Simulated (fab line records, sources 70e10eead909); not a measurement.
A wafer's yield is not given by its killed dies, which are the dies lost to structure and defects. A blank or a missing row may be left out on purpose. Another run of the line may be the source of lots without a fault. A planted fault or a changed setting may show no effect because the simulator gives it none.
Matching of chambers ; flow nand-harc ; NHARC_P_ZERO_WELL_DESCUM_13 on rie-diel-05: 4 sister chambers
The step chemistry O2, time 3 s. 20 wafers are shown with their chamber, then 10 later ones without.

## WAFERS, EACH WITH ITS CHAMBER
wafer;chamber;drypump-motor-current-A (A);rf-vpp-V (V);throttle-valve-pct (%)
L074.1;0;5.5;59.3;11.314
L074.2;1;5.9;57.9;11.312
L074.5;2;5.8;57.9;11.321
L075.1;0;5.4;59.9;11.309
L075.4;0;5.4;58.5;11.288
L075.5;1;5.9;57.9;11.304
L077.2;1;5.9;55.7;11.303
L077.4;0;5.5;57.4;11.324
L077.6;1;5.9;57.4;11.314
L079.2;1;5.9;56.1;11.307
L079.5;3;6.0;58.9;11.315
L079.6;0;5.4;57.7;11.308
L080.3;3;6.0;58.4;11.307
L080.4;2;5.7;56.8;11.313
L080.5;2;5.7;57.1;11.303
L086.1;1;5.9;57.0;11.308
L086.2;3;6.0;56.6;11.311
L086.3;2;5.8;57.2;11.317
L087.1;2;5.7;57.1;11.309
L087.4;2;5.8;58.4;11.318

SIGNATURES (averages over the wafers above)
reading;chamber 0;chamber 1;chamber 2;chamber 3;scatter within a chamber
drypump-motor-current-A;5.440;5.900;5.750;6.000;0.0411
rf-vpp-V;58.560;57.000;57.417;57.967;0.917
throttle-valve-pct;11.30860;11.30800;11.31350;11.31100;0.00805
Rule: for a wafer and a chamber, the distance is found by dividing, reading by reading, the gap between the wafer's reading and the chamber's mean by the reading's scatter, squaring, summing and taking the root. The wafer belongs to the nearest chamber; if the next one is less than 2 further off, it can't be placed. The scatter is the square root of a quotient: the sum, over the shown wafers, of each reading's squared deviation from its chamber's mean, divided by wafers minus chambers.

## WAFERS WITHOUT THEIR CHAMBER
wafer;drypump-motor-current-A (A);rf-vpp-V (V);throttle-valve-pct (%)
L087.6;5.9;55.8;11.315
L092.2;6.0;57.2;11.298
L092.5;5.7;57.8;11.315
L092.6;6.0;57.7;11.304
L094.3;5.5;57.9;11.312
L094.4;6.0;58.8;11.305
L094.6;5.9;55.7;11.320
L096.2;5.5;59.1;11.315
L096.3;5.9;56.7;11.308
L096.4;5.5;56.6;11.317

## CHAMBER TAKEN BY EACH
wafer;from the rows above;in truth
L087.6;can't be placed: 1 or 3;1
L092.2;can't be placed: 3 or 1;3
L092.5;2;2
L092.6;can't be placed: 3 or 1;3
L094.3;0;0
L094.4;can't be placed: 3 or 1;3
L094.6;can't be placed: 1 or 3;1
L096.2;0;0
L096.3;1;1
L096.4;0;0
Placed correctly: 5 of 10. These rows do not allow placing 5 (true chamber among the candidates in 5). Wrongly placed: 0.
